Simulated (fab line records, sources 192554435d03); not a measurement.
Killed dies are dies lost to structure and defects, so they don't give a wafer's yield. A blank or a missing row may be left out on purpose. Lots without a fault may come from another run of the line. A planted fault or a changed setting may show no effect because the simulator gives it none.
Split-lot experiment | flow n5_finfet | 7 lots, 21 wafers read, on a route of 1938 steps

THE SPLIT
At N5_WELL_APT_PEB_23 (peb time 90 s), the setting peb_temp_c was moved away from the recipe's 130 C on 12 of the 21 wafers read, by -2.6% to +1.9%. The other wafers ran this setting at the recipe's value.

FROM THE SPLIT TO THE READING: what the file shows between them, 2 steps
- N5_WELL_APT_DEVELOP_24: develop time 45 s (also split here: develop_time_s)
- N5_WELL_APT_HARDBAKE_29: time 120 s

THE READING
cd_nm, in nm, at N5_WELL_APT_CD_MEAS_25 (target cd 200 nm). Fault-free wafers of this fab line usually give 200.6 nm, standard deviation 1.5 nm.

wafer  | tool, chamber at the split | peb_temp_c as run, C | against the recipe | cd_nm, nm | against lot-mates on the recipe
L074.4 | litho_track-02, 0          | 128.1                | -1.5%              | 187.9     | -12.3
L074.5 | litho_track-02, 0          | 130                  | recipe             | 200.2     | -
L074.6 | litho_track-02, 0          | 128.1                | -1.5%              | 188.4     | -11.8
L075.2 | litho_track-03, 0          | 132.5                | +1.9%              | 211.4     | +12.0
L075.3 | litho_track-03, 0          | 132.5                | +1.9%              | 215.4     | +16.0
L075.6 | litho_track-03, 0          | 130                  | recipe             | 199.4     | -
L078.2 | litho_track-02, 0          | 126.6                | -2.6%              | 177.9     | no lot-mate on the recipe
L078.4 | litho_track-02, 0          | 126.6                | -2.6%              | 175.4     | no lot-mate on the recipe
L078.6 | litho_track-02, 0          | 126.6                | -2.6%              | 176.5     | no lot-mate on the recipe
L080.1 | litho_track-02, 0          | 127.7                | -1.8%              | 188.8     | -13.8
L080.4 | litho_track-02, 0          | 127.7                | -1.8%              | 185.8     | -16.8
L080.5 | litho_track-02, 0          | 130                  | recipe             | 202.6     | -
L084.3 | litho_track-03, 0          | 130                  | recipe             | 199.5     | -
L084.4 | litho_track-03, 0          | 130                  | recipe             | 201.9     | -
L084.5 | litho_track-03, 0          | 130                  | recipe             | 201.2     | -
L088.1 | litho_track-02, 0          | 128.5                | -1.2%              | 190.4     | -9.8
L088.3 | litho_track-02, 0          | 130                  | recipe             | 200.0     | -
L088.4 | litho_track-02, 0          | 130                  | recipe             | 200.4     | -
L096.1 | litho_track-02, 0          | 128.8                | -0.9%              | 194.2     | -9.3
L096.2 | litho_track-02, 0          | 130                  | recipe             | 203.5     | -
L096.6 | litho_track-02, 0          | 128.8                | -0.9%              | 195.4     | -8.1

THE FIT
A straight line over all 21 wafers: cd_nm changes by +8.18 nm for each +1% of peb_temp_c; r = +0.98; the points scatter about the line by 2 nm.
The same after taking each lot's own level away (the mean of its wafers on the recipe; 18 wafers): +8 nm for each +1%; r = +0.99; scatter 1.2 nm.
On that fit, the largest move of peb_temp_c shifts the reading by 21 nm.
The lots' own levels span 199.40 to 203.50 nm, that is 2.7 times the standard deviation above.
So the lot-to-lot level changes the slope little: the two slopes agree.
Check: with one of the wafers moved furthest among these (+1.9%) left out of the fit, the line predicts +16.2 nm for it against its lot-mates. It came out at +12 nm against them.

OTHER SPLITS ON THESE WAFERS
These wafers also went through other splits before the reading. Each is held against what the fit with the lots' levels taken away leaves over:
other split on the same wafers        | wafers away from the commonest value | r with cd_nm (lot level and that fit taken away)
N5_WELL_APT_COAT_02 spin_rpm          | 5                                    | -0.17
N5_WELL_APT_DEVELOP_24 develop_time_s | 9                                    | -0.18

THE WHOLE CHAIN: every reading that the file lists as answering this split, in the file's order
step                   | what it does             | reading                                                         | change (the file's fit)              | r (the file's)
N5_WELL_APT_CD_MEAS_25 | target cd 200 nm         | cd_nm                                                           | +8.15 nm for each +1% of the setting | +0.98
N5_WELL_APT_DESCUM_30  | chemistry O2, time 7.9 s | WELL_APT.cd_nm (the simulator's own value, which no gauge read) | +8.05 nm for each +1% of the setting | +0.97

THE FILE'S OWN FIT
cd_nm changes by +8.15 nm for each +1% of peb_temp_c, r = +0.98.
